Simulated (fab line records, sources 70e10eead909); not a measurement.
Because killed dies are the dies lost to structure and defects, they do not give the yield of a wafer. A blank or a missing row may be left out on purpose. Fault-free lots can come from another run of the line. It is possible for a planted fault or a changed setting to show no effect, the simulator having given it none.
Chamber matching ; flow nand-harc ; NHARC_P_CONTACT_DESCUM_17 on rie-diel-02: 4 sister chambers
The step chemistry O2, time 3 s. 4 wafers are shown with their chamber, then 12 later ones without.

WAFERS WITH THEIR CHAMBER
wafer;chamber;oes-product-au (a.u.)
L088.5;3;1.010
L088.1;0;1.001
L088.2;1;0.994
L088.6;2;0.996

WAFERS WITH NO CHAMBER GIVEN
wafer;oes-product-au (a.u.)
L090.1;0.994
L090.2;0.993
L090.5;0.985
L090.3;0.999
L090.4;1.002
L090.6;0.993
L094.1;1.002
L094.2;1.007
L094.6;1.004
L095.2;1.012
L095.3;1.006
L095.6;1.021

EACH ONE'S CHAMBER
wafer;from the rows above;in truth
L090.1;can't be placed: 1 or 2 or 0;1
L090.2;can't be placed: 1 or 2 or 0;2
L090.5;can't be placed: 1 or 2 or 0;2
L090.3;can't be placed: 0 or 2 or 1 or 3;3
L090.4;can't be placed: 0 or 2 or 1 or 3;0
L090.6;can't be placed: 1 or 2 or 0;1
L094.1;can't be placed: 0 or 2 or 1 or 3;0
L094.2;can't be placed: 3 or 0 or 2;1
L094.6;can't be placed: 0 or 3 or 2 or 1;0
L095.2;can't be placed: 3 or 0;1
L095.3;can't be placed: 3 or 0 or 2 or 1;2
L095.6;can't be placed: 3 or 0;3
Correct placement for 0 of the 12. Cannot be placed on the basis of these rows: 12; the candidates contain the true chamber in 10. 0 placed wrongly.
How it was worked out, from the rows above alone: a wafer's distance from a chamber is the root of the sum, over the readings, of the square of ((its reading less the chamber's mean) divided by the reading's scatter). If the next closest chamber is less than 2 further off than the closest, the wafer can't be placed; otherwise it belongs to the closest. The mean given for a chamber averages the wafers shown for that chamber. The scatter: root of mean squared gap, hidden wafer to nearest shown wafer, with one shown wafer a chamber.
